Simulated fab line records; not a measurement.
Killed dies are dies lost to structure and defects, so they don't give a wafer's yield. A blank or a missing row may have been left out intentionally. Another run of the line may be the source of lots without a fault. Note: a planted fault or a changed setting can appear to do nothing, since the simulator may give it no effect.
Matching of chambers / flow n5Finfet / rieSi-03 running N5_BEOL_M0_SAQP_MANDREL1_REMOVE_100: 4 sister chambers
The step chemistry HBr/Cl2/O2, target a-Si, stops on SiNx, bt time 10 s. 8 wafers are shown with their chamber, then 7 later ones without.

== WAFERS, EACH WITH ITS CHAMBER ==
wafer=L079.3; chamber=0; throttleValvePct (%)=36.62; drypumpMotorCurrentA (A)=5.90
wafer=L087.3; chamber=1; throttleValvePct (%)=36.74; drypumpMotorCurrentA (A)=5.37
wafer=L087.6; chamber=1; throttleValvePct (%)=36.74; drypumpMotorCurrentA (A)=5.37
wafer=L089.1; chamber=2; throttleValvePct (%)=37.04; drypumpMotorCurrentA (A)=5.62
wafer=L089.3; chamber=0; throttleValvePct (%)=36.62; drypumpMotorCurrentA (A)=5.87
wafer=L089.4; chamber=3; throttleValvePct (%)=36.97; drypumpMotorCurrentA (A)=5.79
wafer=L090.1; chamber=2; throttleValvePct (%)=37.04; drypumpMotorCurrentA (A)=5.61
wafer=L090.2; chamber=3; throttleValvePct (%)=36.98; drypumpMotorCurrentA (A)=5.78

== WAFERS WHOSE CHAMBER IS MISSING ==
wafer=L090.6; throttleValvePct (%)=37.03; drypumpMotorCurrentA (A)=5.61
wafer=L094.1; throttleValvePct (%)=36.97; drypumpMotorCurrentA (A)=5.81
wafer=L094.2; throttleValvePct (%)=36.59; drypumpMotorCurrentA (A)=5.84
wafer=L094.6; throttleValvePct (%)=36.68; drypumpMotorCurrentA (A)=5.38
wafer=L095.2; throttleValvePct (%)=37.05; drypumpMotorCurrentA (A)=5.60
wafer=L095.3; throttleValvePct (%)=36.60; drypumpMotorCurrentA (A)=5.89
wafer=L095.5; throttleValvePct (%)=36.68; drypumpMotorCurrentA (A)=5.37

== EACH ONE'S CHAMBER ==
wafer=L090.6; from the rows above=2; in truth=2
wafer=L094.1; from the rows above=3; in truth=3
wafer=L094.2; from the rows above=0; in truth=0
wafer=L094.6; from the rows above=1; in truth=1
wafer=L095.2; from the rows above=2; in truth=2
wafer=L095.3; from the rows above=0; in truth=0
wafer=L095.5; from the rows above=1; in truth=1
Correctly placed: 7 of 7. From these rows, 0 cannot be placed. 0 placed wrongly.
How it was worked out, from the rows above alone: a wafer's distance from a chamber is the root of the sum, over the readings, of the square of ((its reading less the chamber's mean) divided by the reading's scatter). If the next closest chamber is less than 2 further off than the closest, the wafer can't be placed; otherwise it belongs to the closest. A chamber's mean is the mean of its shown wafers. The scatter: the root of (the sum of the squares of (reading less its chamber's mean) over the shown wafers, divided by (wafers less chambers)).
